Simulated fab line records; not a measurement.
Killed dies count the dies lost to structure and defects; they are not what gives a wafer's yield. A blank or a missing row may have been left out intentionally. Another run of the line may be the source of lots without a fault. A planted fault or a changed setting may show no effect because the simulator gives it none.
fab line records ; flow nand-harc
record: lots: 13; wafers: 39; last-day: 24
route steps=1159 shown P_ZERO_WELL@26 P_STI@84 END@1159
lots that met no fault: taken from a fault-free run of the same line
start-h: hours from the record's first day to the start of the lot's first wafer shown ; wait-h: hours elapsed since this lot's preceding step ; " same as the row above ; L1.1+2: a row that stands for several wafers ; - value missing, or start not given ; * or withheld: withheld ; < > ~ a bound
route shown NAME@n: a module of which the file shows steps, and the number in the route of the first ; usual: mean/standard deviation of fault-free wafers ; same: alike in all rows ; chamber/n: place in a boat ; sites: the reading at each site ; _std_site: standard deviation across them ; _edge_site: inner sites' mean taken away from outer sites' mean ; radius-mm: how far each site lies from the wafer's centre ; mask NAME#n: copy n ; behind: tool/chamber where the wafer was last shaped ; hold: what put the lot on hold/how long, in hours/how the hold closed ; device: the n, p or np transistor that did not switch ; end of line: tests of these same wafers at the route's end ; a step given without rows: its recipe and nothing more ; killed: dies lost to structure and defects at the first sort, not the wafer's yield ; map: the dies of a wafer, with x for killed, . for not killed, _ for no die there
set.NAME: the setting the step ran with; set.NAME@STEP: the setting that earlier step ran with ; model.NAME: the simulator's own value behind a step, which no gauge read
the route's steps for a sample of lots (tables are steps, rows are wafers)
services: a tool's chamber out of use, with start hour (start-h, from the record's first day; less than 0 if before it), hours out, and reason
== steps ==
step: NHARC_P_ZERO_WELL_EXPOSE_21
recipe: na: 0.6; target-cd-nm: 720; dose-mj: 22.31; mask-id: P_NWELL
lot.wafer;tool;chamber;start-h;wait-h;mask
L493.2+4+6;krf-scanner-02;0;14.49;-;P_NWELL#0
L494.1+3+6;krf-scanner-04;0;20.45;-;P_NWELL#0
L495.1+2+6;krf-scanner-01;0;26.31;-;P_NWELL#0
L498.1+4+6;krf-scanner-02;0;44.45;-;P_NWELL#0
L500.2+4+6;krf-scanner-02;0;56.43;-;P_PWELL#0
L502.2+5+6;krf-scanner-02;0;68.44;-;P_NWELL#0
L507.1+3+6;krf-scanner-04;0;98.33;-;P_NWELL#0
L509.2+4+5;krf-scanner-01;0;110.18;-;P_NWELL#0
L512.1+2+6;krf-scanner-01;0;128.49;-;P_NWELL#0
L513.2+5+6;krf-scanner-02;0;134.35;-;P_NWELL#0
L514.1+3+6;krf-scanner-01;0;140.44;-;P_NWELL#0
L515.1+4+5;krf-scanner-01;0;146.30;-;P_NWELL#0
L516.3+4+6;krf-scanner-01;0;152.33;-;P_NWELL#0
step: NHARC_P_ZERO_WELL_CD_MEAS_24
recipe: target-cd-nm: 720; landing-energy-ev: 500
usual: cd-nm: 719.3/2.9
lot.wafer;tool;chamber;start-h;wait-h;cd-nm
L493.2;cd-sem-03;0;14.64;-;717.8
L493.4;cd-sem-03;0;14.64;-;718.2
L493.6;cd-sem-03;0;14.64;-;721.8
L494.1;cd-sem-02;0;20.61;-;718.3
L494.3;cd-sem-02;0;20.61;-;716.4
L494.6;cd-sem-02;0;20.61;-;721.5
L495.1;cd-sem-02;0;26.47;-;720.4
L495.2;cd-sem-02;0;26.47;-;725.8
L495.6;cd-sem-02;0;26.47;-;722.8
L498.1;cd-sem-02;0;44.61;-;720.8
L498.4;cd-sem-02;0;44.61;-;721.3
L498.6;cd-sem-02;0;44.61;-;724.9
L500.2;cd-sem-01;0;56.58;-;-
L500.4;cd-sem-01;0;56.58;-;-
L500.6;cd-sem-01;0;56.58;-;-
L502.2;cd-sem-01;0;68.59;-;718.2
L502.5;cd-sem-01;0;68.59;-;716.5
L502.6;cd-sem-01;0;68.59;-;721.3
L507.1;cd-sem-02;0;98.50;-;720.3
L507.3;cd-sem-02;0;98.50;-;722.2
L507.6;cd-sem-02;0;98.50;-;723.9
L509.2;cd-sem-01;0;110.33;-;721.8
L509.4;cd-sem-01;0;110.33;-;723.5
L509.5;cd-sem-01;0;110.33;-;720.7
L512.1;cd-sem-03;0;128.65;-;719.7
L512.2;cd-sem-03;0;128.65;-;717.2
L512.6;cd-sem-03;0;128.65;-;717.0
L513.2;cd-sem-02;0;134.50;-;716.3
L513.5;cd-sem-02;0;134.50;-;719.2
L513.6;cd-sem-02;0;134.50;-;716.7
L514.1;cd-sem-01;0;140.60;-;724.6
L514.3;cd-sem-01;0;140.60;-;719.4
L514.6;cd-sem-01;0;140.60;-;719.3
L515.1;cd-sem-01;0;146.46;-;717.4
L515.4;cd-sem-01;0;146.46;-;722.8
L515.5;cd-sem-01;0;146.46;-;723.4
L516.3;cd-sem-01;0;152.48;-;725.4
L516.4;cd-sem-01;0;152.48;-;723.8
L516.6;cd-sem-01;0;152.48;-;724.1
step: NHARC_P_ZERO_WELL_DESCUM_39
recipe: time-s: 3; o2-flow-sccm: 200; ar-flow-sccm: 0; bias-power-w: 0; chemistry: O2
usual: drypump-motor-current-A: 5.8/0.58; mfc-ar-sccm: 0.006/0.0091; oes-product-au: 1.000/0.014; rf-vpp-V: 57.9/1; showerhead-plenum-p-Torr: 1.94/0.084; throttle-valve-pct: 11.312/0.0084
lot.wafer;tool;chamber;start-h;wait-h;drypump-motor-current-A;mfc-ar-sccm;oes-product-au;rf-hours-counter-h;rf-vpp-V;showerhead-plenum-p-Torr;throttle-valve-pct
L493.2;rie-diel-10;0;16.32;-;5.8;0;1.014;0.6;56.0;1.85;11.300
L493.4;rie-diel-10;1;16.32;-;5.7;0;0.975;0.8;56.5;1.86;11.305
L493.6;rie-diel-10;0;16.32;-;5.8;0;1.024;-;56.9;1.85;11.322
L494.3;rie-diel-11;0;22.44;-;4.9;0.013;1.011;0;58.0;2.04;11.311
L494.1;rie-diel-11;1;22.44;-;5.8;0;0.986;0;58.2;1.99;11.293
L494.6;rie-diel-11;0;22.44;-;4.9;0.013;1.010;-;59.2;2.04;11.321
L495.2;rie-diel-11;3;28.14;-;6.6;0;0.992;0.3;57.2;1.97;11.308
L495.1;rie-diel-11;2;28.14;-;6.5;0.009;0.998;0.6;58.8;1.95;11.316
L495.6;rie-diel-11;0;28.14;-;4.9;0.013;1.006;-;60.1;2.04;11.314
L498.1;rie-diel-11;2;46.41;-;6.4;0.009;1.000;2.1;59.7;1.95;11.322
L498.4;rie-diel-11;1;46.41;-;5.8;0;0.989;1.9;56.7;1.99;11.311
L498.6;rie-diel-11;3;46.41;-;6.6;0;0.997;-;57.0;1.97;11.308
L500.2;rie-diel-11;3;58.26;-;6.6;0;0.985;2.5;56.7;1.97;11.301
L500.6;rie-diel-11;1;58.26;-;5.8;0;1.001;-;59.9;1.99;11.317
L500.4;rie-diel-11;2;58.26;-;6.5;0.009;1.007;-;57.1;1.95;11.314
L502.2;rie-diel-03;1;70.30;-;6.1;0;1.032;1.6;58.5;1.82;11.303
L502.5;rie-diel-03;3;70.30;-;6.4;0;0.999;-;57.9;1.88;11.310
L502.6;rie-diel-03;0;70.30;-;5.6;0.023;1.035;-;59.2;2.07;11.315
L507.3;rie-diel-11;0;100.31;-;4.9;0.013;0.991;3.4;58.3;2.04;11.303
L507.1;rie-diel-11;1;100.31;-;5.8;0;1.001;4.3;57.1;1.99;11.321
L507.6;rie-diel-11;0;100.31;-;4.9;0.013;0.994;-;58.3;2.04;11.306
L509.2;rie-diel-11;0;112.14;-;4.9;0.013;1.007;4.0;58.7;2.04;11.296
L509.4;rie-diel-11;1;112.14;-;5.8;0;0.996;4.8;58.3;1.99;11.309
L509.5;rie-diel-11;0;112.14;-;4.9;0.013;0.992;-;59.7;2.04;11.307
L512.2;rie-diel-11;0;130.50;-;4.8;0.013;0.997;5.9;57.8;2.04;11.311
L512.1;rie-diel-11;1;130.50;-;5.8;0;0.976;6.7;60.1;1.99;11.317
L512.6;rie-diel-11;0;130.50;-;4.9;0.013;1.001;-;58.8;2.04;11.316
L513.2;rie-diel-10;1;136.23;-;5.7;0;0.975;9.7;57.5;1.85;11.300
L513.5;rie-diel-10;2;136.23;-;5.3;0.011;0.986;-;56.6;1.83;11.316
L513.6;rie-diel-10;3;136.23;-;5.0;0;0.988;-;59.7;2.06;11.310
L514.3;rie-diel-03;3;142.39;-;6.4;0;0.982;7.1;57.6;1.88;11.318
L514.1;rie-diel-03;1;142.39;-;6.1;0;1.020;7.2;57.3;1.82;11.312
L514.6;rie-diel-03;1;142.39;-;6.1;0;1.020;-;57.5;1.82;11.303
L515.1;rie-diel-10;0;148.27;-;5.8;0;1.014;10.8;56.5;1.85;11.329
L515.4;rie-diel-10;3;148.27;-;5.0;0;1.001;10.5;59.6;2.06;11.306
L515.5;rie-diel-10;0;148.27;-;5.7;0;0.999;-;57.8;1.85;11.312
L516.4;rie-diel-03;1;154.27;-;6.1;0;1.011;8.1;56.4;1.82;11.306
L516.3;rie-diel-03;3;154.27;-;6.4;0;0.990;7.9;57.3;1.88;11.320
L516.6;rie-diel-03;1;154.27;-;6.1;0;1.019;-;57.0;1.82;11.314
step: NHARC_P_STI_OVL_MEAS_10
usual: overlay-x-nm: -1/5.8; overlay-y-nm: 1/6.3
lot.wafer;tool;chamber;start-h;wait-h;overlay-x-nm;overlay-y-nm
L493.2;overlay-01;-;31.52;-;-3;-6
L493.4;overlay-01;-;31.52;-;-3;-5
L493.6;overlay-01;-;31.52;-;-3;-6
L495.1;overlay-01;-;43.35;-;-2;2
L495.2;overlay-01;-;43.35;-;-1;2
L495.6;overlay-01;-;43.35;-;-2;2
L494.1;overlay-02;-;43.52;-;-6;-12
L494.3;overlay-02;-;43.52;-;-6;-12
L494.6;overlay-02;-;43.52;-;-6;-12
L498.1;overlay-02;-;65.20;-;6;4
L498.4;overlay-02;-;65.20;-;7;4
L498.6;overlay-02;-;65.20;-;7;4
L502.2;overlay-01;-;89.09;-;-5;4
L502.5;overlay-01;-;89.09;-;-5;4
L502.6;overlay-01;-;89.09;-;-5;4
L507.1;overlay-02;-;121.83;-;-5;-7
L507.3;overlay-02;-;121.83;-;-5;-7
L507.6;overlay-02;-;121.83;-;-4;-6
L509.2;overlay-02;-;131.18;-;-12;-1
L509.4;overlay-02;-;131.18;-;-12;0
L509.5;overlay-02;-;131.18;-;-12;-1
L512.1;overlay-01;-;152.55;-;3;9
L512.2;overlay-01;-;152.55;-;3;10
L512.6;overlay-01;-;152.55;-;2;9
L513.2;overlay-02;-;152.58;-;8;4
L513.5;overlay-02;-;152.58;-;8;3
L513.6;overlay-02;-;152.58;-;8;3
L514.1;overlay-01;-;161.45;-;-1;-9
L514.3;overlay-01;-;161.45;-;-1;-9
L514.6;overlay-01;-;161.45;-;-1;-10
L515.1;overlay-02;-;166.89;-;-3;7
L515.4;overlay-02;-;166.89;-;-3;7
L515.5;overlay-02;-;166.89;-;-3;7
L516.3;overlay-01;-;172.93;-;-4;-7
L516.4;overlay-01;-;172.93;-;-4;-7
L516.6;overlay-01;-;172.93;-;-4;-7
step: NHARC_P_STI_OCD_MEAS_43
usual: trench-depth-nm: 300/5.4; trench-foot-cd-nm: 157.7/2.7
lot.wafer;tool;chamber;start-h;wait-h;trench-depth-nm;trench-foot-cd-nm
L493.2;ocd-01;-;32.90;-;304;161.6
L493.4;ocd-01;-;32.90;-;297;158.2
L493.6;ocd-01;-;32.90;-;304;158.1
L495.1;ocd-01;-;44.57;-;304;158.5
L495.2;ocd-01;-;44.57;-;293;157.6
L495.6;ocd-01;-;44.57;-;305;154.1
L494.1;ocd-02;-;44.74;-;300;159.9
L494.3;ocd-02;-;44.74;-;295;154.3
L494.6;ocd-02;-;44.74;-;304;156.6
L498.1;ocd-01;-;66.46;-;293;157.4
L498.4;ocd-01;-;66.46;-;298;158.4
L498.6;ocd-01;-;66.46;-;301;157.6
L502.2;ocd-01;-;90.32;-;302;163.0
L502.5;ocd-01;-;90.32;-;300;158.3
L502.6;ocd-01;-;90.32;-;303;163.0
L507.1;ocd-01;-;123.05;-;298;156.2
L507.3;ocd-01;-;123.05;-;298;157.3
L507.6;ocd-01;-;123.05;-;297;155.5
L509.2;ocd-02;-;132.42;-;298;156.1
L509.4;ocd-02;-;132.42;-;306;153.7
L509.5;ocd-02;-;132.42;-;308;154.9
L512.1;ocd-01;-;153.75;-;296;160.5
L512.2;ocd-01;-;153.75;-;302;156.4
L512.6;ocd-01;-;153.75;-;301;159.5
L513.2;ocd-02;-;153.79;-;294;155.5
L513.5;ocd-02;-;153.79;-;298;154.4
L513.6;ocd-02;-;153.79;-;292;156.5
L514.1;ocd-01;-;162.66;-;297;161.5
L514.3;ocd-01;-;162.66;-;297;158.7
L514.6;ocd-01;-;162.66;-;298;159.0
L515.1;ocd-02;-;168.10;-;299;158.2
L515.4;ocd-02;-;168.10;-;303;153.6
L515.5;ocd-02;-;168.10;-;295;157.6
L516.3;ocd-02;-;174.14;-;297;159.7
L516.4;ocd-02;-;174.14;-;304;156.9
L516.6;ocd-02;-;174.14;-;302;156.6
step: NHARC_END_SORT_01
recipe: temp-c: 25
usual: killed-at-array: 25/7.8; killed-at-other: 0.6/0.81; killed-at-periphery: 3.3/2.2; killed-dies: 29/8.2; killed-open: 3.5/1.9; killed-short: 1.8/1.3
same: gross-dies: 677
lot.wafer;tool;chamber;start-h;wait-h;killed-at-array;killed-at-other;killed-at-periphery;killed-dies;killed-open;killed-short
L500.2;prober-02;0;491.06;2.8;21;3;653;677;4;2
L500.4;prober-02;0;492.64;3.4;35;1;641;677;7;3
L500.6;prober-02;0;494.22;3.9;24;0;653;677;2;3
killed by level:class
L500.2 P_ZERO_WELL:area-expose=647 A_SLIT:chamber-film-flake=13 P_GATE:chamber-film-flake=6 A_CHANNEL_FILL_D1:chamber-film-flake=2 A_CONTACT:chamber-film-flake=2 A_SOURCE_PLATE:geometric-particle:open=1 A_CHANNEL_FILL_D1:geometric-particle:open=1 A_WL_FILL:geometric-particle:short=1
L500.4 P_ZERO_WELL:area-expose=637 A_SLIT:chamber-film-flake=16 A_CONTACT:geometric-particle:open=5 A_CONTACT:chamber-film-flake=5 A_CHANNEL_HOLE_D1:chamber-film-flake=4 A_WL_FILL:geometric-particle:short=2 P_GATE:geometric-particle:open=1 P_M1:geometric-particle:open=1
L500.6 P_ZERO_WELL:area-expose=652 A_SLIT:chamber-film-flake=13 A_CONTACT:chamber-film-flake=5 A_CHANNEL_HOLE_D1:chamber-film-flake=2 P_M1:geometric-particle:short=1 A_SOURCE_PLATE:geometric-particle:short=1 A_SGD_CUT:geometric-particle:short=1 A_WL_FILL:geometric-particle:open=1
== services ==
tool;chamber;start-h;hours;kind
rie-diel-11;0;-8.50;-;clean
rie-diel-11;1;-8.50;-;clean
rie-diel-11;2;-8.50;-;clean
rie-diel-11;3;-8.50;-;clean
rie-diel-10;-;-0.50;9.0;pm
rie-diel-11;-;12.50;9.0;pm
rie-diel-11;0;12.50;9.0;vent-cycle
rie-diel-11;1;12.50;9.0;vent-cycle
rie-diel-11;2;12.50;9.0;vent-cycle
rie-diel-11;3;12.50;9.0;vent-cycle
rie-diel-11;0;21.50;-;clean
rie-diel-03;-;22.27;1.0;repair
krf-scanner-01;-;30.29;0.9;repair
krf-scanner-04;-;31.90;0.3;repair
krf-scanner-02;-;38.00;4.0;pm
rie-diel-03;-;38.30;9.0;pm
rie-diel-11;0;56.40;16.5;repair
krf-scanner-01;-;82.24;0.6;repair
krf-scanner-01;-;84.00;4.0;pm
rie-diel-11;-;101.03;0.3;repair
rie-diel-03;-;101.96;1.0;repair
rie-diel-03;0;111.83;30.8;repair
krf-scanner-04;-;126.00;4.0;pm
rie-diel-11;2;128.29;6.4;repair
== key ==
first-sign: step: NHARC_P_ZERO_WELL_EXPOSE_21; reading: mask; direction: changed
effect: step: NHARC_P_ZERO_WELL_CD_MEAS_24; reading: cd-nm; direction: missing
effect: step: NHARC_END_SORT_01; reading: killed-at-periphery; direction: up; sigmas: 99+; usual: 3.3; struck: 649
more-kills-born-at: NHARC_P_ZERO_WELL_EXPOSE_21@krf-scanner-02: 1936
met-at NHARC_P_ZERO_WELL_EXPOSE_21
struck-lots L500
later-rows-left-out L500.2,L500.4,L500.6
tester-left-out L500
not-acting-at NHARC_P_ZERO_WELL_DESCUM_39,NHARC_P_STI_OVL_MEAS_10,NHARC_P_STI_OCD_MEAS_43
onset-between 44.45 56.43
fault: kind: wrong-mask; tool: any; chamber: -; onset-h: 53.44; steps: NHARC_P_ZERO_WELL_EXPOSE_21; aux-copy: P_PWELL#0; scope: struck-lots-only
tester-left-out: of these lots the tester's yield and bins aren't shown, on N5 and GAA mostly nor the transistor test; their killed dies are dies lost to structure and defects alone, not to doping, threshold or leakage, so they don't give the yield
later-rows-left-out: the simulator's readings of these wafers behind a module that went badly wrong aren't trusted and aren't shown, but for the sort
